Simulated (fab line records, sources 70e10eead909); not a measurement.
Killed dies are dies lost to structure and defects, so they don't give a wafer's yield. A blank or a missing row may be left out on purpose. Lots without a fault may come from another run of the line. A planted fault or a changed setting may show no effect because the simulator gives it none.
Chamber matching | flow nand_harc | NHARC_P_CONTACT_STRIP_28 on rie_diel-08: 4 sister chambers
The step strips in O2. 16 wafers are shown with their chamber, then 8 later ones without.

WAFERS WITH THEIR CHAMBER
wafer  | chamber | showerhead_plenum_p_Torr (Torr) | drypump_motor_current_A (A) | oes_product_au (a.u.)
L656.2 | 2       | 3.59                            | 6.0                         | 0.988
L656.3 | 1       | 3.43                            | 6.8                         | 1.000
L656.5 | 1       | 3.43                            | 6.8                         | 1.007
L662.2 | 2       | 3.58                            | 6.0                         | 0.998
L662.4 | 0       | 3.63                            | 5.8                         | 1.001
L662.6 | 0       | 3.63                            | 5.8                         | 1.004
L663.2 | 2       | 3.58                            | 6.0                         | 0.994
L663.3 | 1       | 3.43                            | 6.8                         | 0.995
L663.6 | 0       | 3.63                            | 5.8                         | 1.008
L666.2 | 2       | 3.58                            | 6.0                         | 0.996
L666.3 | 1       | 3.43                            | 6.8                         | 1.000
L666.4 | 3       | 3.38                            | 5.9                         | 0.982
L665.3 | 3       | 3.38                            | 5.9                         | 0.984
L665.4 | 0       | 3.63                            | 5.8                         | 1.014
L665.5 | 3       | 3.38                            | 5.9                         | 1.001
L667.1 | 0       | 3.63                            | 5.9                         | 0.999

SIGNATURES (means of the wafers above)
reading                  | chamber 0 | chamber 1 | chamber 2 | chamber 3 | scatter within a chamber
showerhead_plenum_p_Torr | 3.6300    | 3.4300    | 3.5825    | 3.3800    | 0.0025
drypump_motor_current_A  | 5.820     | 6.800     | 6.000     | 5.900     | 0.0258
oes_product_au           | 1.00520   | 1.00050   | 0.99400   | 0.98900   | 0.00639
Rule: a wafer's distance from a chamber is the root of the sum, over the readings, of the square of ((its reading less the chamber's mean) divided by the reading's scatter). The wafer belongs to the nearest chamber; if the next one is less than 2 further off, it can't be placed. The scatter: the root of (the sum of the squares of (reading less its chamber's mean) over the shown wafers, divided by (wafers less chambers)).

WAFERS WITHOUT THEIR CHAMBER
wafer  | showerhead_plenum_p_Torr (Torr) | drypump_motor_current_A (A) | oes_product_au (a.u.)
L667.3 | 3.43                            | 6.8                         | 0.993
L667.4 | 3.58                            | 6.0                         | 0.990
L670.1 | 3.38                            | 5.9                         | 0.992
L670.2 | 3.63                            | 5.9                         | 1.007
L670.6 | 3.38                            | 5.9                         | 0.991
L672.2 | 3.38                            | 5.9                         | 0.994
L672.3 | 3.43                            | 6.8                         | 1.006
L672.6 | 3.38                            | 5.9                         | 1.000

WHICH CHAMBER EACH WENT THROUGH
wafer  | from the rows above | in truth
L667.3 | 1                   | 1
L667.4 | 2                   | 2
L670.1 | 3                   | 3
L670.2 | 0                   | 0
L670.6 | 3                   | 3
L672.2 | 3                   | 3
L672.3 | 1                   | 1
L672.6 | 3                   | 3
Placed correctly: 8 of 8. Can't be placed from these rows: 0. Placed wrongly: 0.
